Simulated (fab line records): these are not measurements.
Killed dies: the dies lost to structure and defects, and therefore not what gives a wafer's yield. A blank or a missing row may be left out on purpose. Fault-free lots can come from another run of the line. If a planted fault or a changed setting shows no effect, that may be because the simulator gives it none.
Chamber matching :: flow n5_finfet :: N5_BEOL_M0_SAQP_ILD_DEP_01 on pecvd-04 has 3 sister chambers
The step deposits SiOC from DEMS/O2, target thk 45.419 nm, time 8.7 s. 22 wafers are shown with their chamber, then 11 later ones without.

## WAFERS, EACH WITH ITS CHAMBER
wafer: L075.2
chamber: 2
throttle_valve_pct (%): 11.3
heater_power_w (W): 389
showerhead_plenum_p_Torr (Torr): 5.697

wafer: L075.4
chamber: 0
throttle_valve_pct (%): 11.3
heater_power_w (W): 353
showerhead_plenum_p_Torr (Torr): 5.663

wafer: L075.6
chamber: 2
throttle_valve_pct (%): 11.3
heater_power_w (W): 396
showerhead_plenum_p_Torr (Torr): 5.699

wafer: L076.1
chamber: 2
throttle_valve_pct (%): 11.2
heater_power_w (W): 446
showerhead_plenum_p_Torr (Torr): 5.684

wafer: L076.4
chamber: 1
throttle_valve_pct (%): 12.4
heater_power_w (W): 512
showerhead_plenum_p_Torr (Torr): 5.689

wafer: L076.6
chamber: 2
throttle_valve_pct (%): 11.0
heater_power_w (W): 347
showerhead_plenum_p_Torr (Torr): 5.693

wafer: L080.1
chamber: 0
throttle_valve_pct (%): 11.0
heater_power_w (W): 369
showerhead_plenum_p_Torr (Torr): 5.669

wafer: L080.3
chamber: 1
throttle_valve_pct (%): 12.7
heater_power_w (W): 554
showerhead_plenum_p_Torr (Torr): 5.679

wafer: L080.5
chamber: 2
throttle_valve_pct (%): 11.4
heater_power_w (W): 409
showerhead_plenum_p_Torr (Torr): 5.698

wafer: L085.2
chamber: 2
throttle_valve_pct (%): 11.1
heater_power_w (W): 383
showerhead_plenum_p_Torr (Torr): 5.703

wafer: L085.5
chamber: 0
throttle_valve_pct (%): 11.0
heater_power_w (W): 314
showerhead_plenum_p_Torr (Torr): 5.666

wafer: L085.6
chamber: 1
throttle_valve_pct (%): 12.7
heater_power_w (W): 508
showerhead_plenum_p_Torr (Torr): 5.675

wafer: L086.1
chamber: 0
throttle_valve_pct (%): 11.1
heater_power_w (W): 355
showerhead_plenum_p_Torr (Torr): 5.671

wafer: L086.3
chamber: 1
throttle_valve_pct (%): 12.6
heater_power_w (W): 566
showerhead_plenum_p_Torr (Torr): 5.680

wafer: L086.5
chamber: 2
throttle_valve_pct (%): 11.3
heater_power_w (W): 354
showerhead_plenum_p_Torr (Torr): 5.706

wafer: L087.2
chamber: 2
throttle_valve_pct (%): 11.3
heater_power_w (W): 432
showerhead_plenum_p_Torr (Torr): 5.692

wafer: L087.3
chamber: 1
throttle_valve_pct (%): 12.9
heater_power_w (W): 510
showerhead_plenum_p_Torr (Torr): 5.681

wafer: L087.6
chamber: 1
throttle_valve_pct (%): 12.6
heater_power_w (W): 511
showerhead_plenum_p_Torr (Torr): 5.695

wafer: L089.1
chamber: 1
throttle_valve_pct (%): 12.6
heater_power_w (W): 514
showerhead_plenum_p_Torr (Torr): 5.696

wafer: L089.4
chamber: 1
throttle_valve_pct (%): 12.7
heater_power_w (W): 508
showerhead_plenum_p_Torr (Torr): 5.680

wafer: L089.6
chamber: 0
throttle_valve_pct (%): 11.1
heater_power_w (W): 309
showerhead_plenum_p_Torr (Torr): 5.678

wafer: L090.3
chamber: 2
throttle_valve_pct (%): 11.4
heater_power_w (W): 391
showerhead_plenum_p_Torr (Torr): 5.705

SIGNATURES (averages over the wafers above)
reading: throttle_valve_pct
chamber 0: 11.100
chamber 1: 12.650
chamber 2: 11.256
scatter within a chamber: 0.134

reading: heater_power_w
chamber 0: 340.00
chamber 1: 522.88
chamber 2: 394.11
scatter within a chamber: 28.1

reading: showerhead_plenum_p_Torr
chamber 0: 5.66940
chamber 1: 5.68438
chamber 2: 5.69744
scatter within a chamber: 0.00711
Rule: a wafer's distance from a chamber is the root of the sum, over the readings, of the square of ((its reading less the chamber's mean) divided by the reading's scatter). The wafer belongs to the nearest chamber; if the next one is less than 2 further off, it can't be placed. The scatter: the root of (the sum of the squares of (reading less its chamber's mean) over the shown wafers, divided by (wafers less chambers)).

## WAFERS WHOSE CHAMBER IS MISSING
wafer: L090.4
throttle_valve_pct (%): 12.7
heater_power_w (W): 517
showerhead_plenum_p_Torr (Torr): 5.692

wafer: L090.6
throttle_valve_pct (%): 11.3
heater_power_w (W): 350
showerhead_plenum_p_Torr (Torr): 5.659

wafer: L093.2
throttle_valve_pct (%): 11.4
heater_power_w (W): 424
showerhead_plenum_p_Torr (Torr): 5.710

wafer: L093.3
throttle_valve_pct (%): 12.7
heater_power_w (W): 561
showerhead_plenum_p_Torr (Torr): 5.686

wafer: L093.4
throttle_valve_pct (%): 11.3
heater_power_w (W): 423
showerhead_plenum_p_Torr (Torr): 5.694

wafer: L094.3
throttle_valve_pct (%): 12.6
heater_power_w (W): 559
showerhead_plenum_p_Torr (Torr): 5.674

wafer: L094.5
throttle_valve_pct (%): 12.6
heater_power_w (W): 569
showerhead_plenum_p_Torr (Torr): 5.707

wafer: L094.6
throttle_valve_pct (%): 11.5
heater_power_w (W): 408
showerhead_plenum_p_Torr (Torr): 5.715

wafer: L097.3
throttle_valve_pct (%): 11.3
heater_power_w (W): 434
showerhead_plenum_p_Torr (Torr): 5.694

wafer: L097.4
throttle_valve_pct (%): 11.2
heater_power_w (W): 319
showerhead_plenum_p_Torr (Torr): 5.686

wafer: L097.5
throttle_valve_pct (%): 11.3
heater_power_w (W): 422
showerhead_plenum_p_Torr (Torr): 5.698

## WHICH CHAMBER EACH ONE RAN IN
wafer: L090.4
from the rows above: 1
in truth: 1

wafer: L090.6
from the rows above: 0
in truth: 0

wafer: L093.2
from the rows above: 2
in truth: 2

wafer: L093.3
from the rows above: 1
in truth: 1

wafer: L093.4
from the rows above: 2
in truth: 2

wafer: L094.3
from the rows above: 1
in truth: 1

wafer: L094.5
from the rows above: 1
in truth: 1

wafer: L094.6
from the rows above: 2
in truth: 2

wafer: L097.3
from the rows above: 2
in truth: 2

wafer: L097.4
from the rows above: can't be placed: 0 or 2
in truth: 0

wafer: L097.5
from the rows above: 2
in truth: 2
10 of 11 placed correctly. Can't be placed from these rows: 1 (the true chamber is among the candidates in 1). 0 placed wrongly.
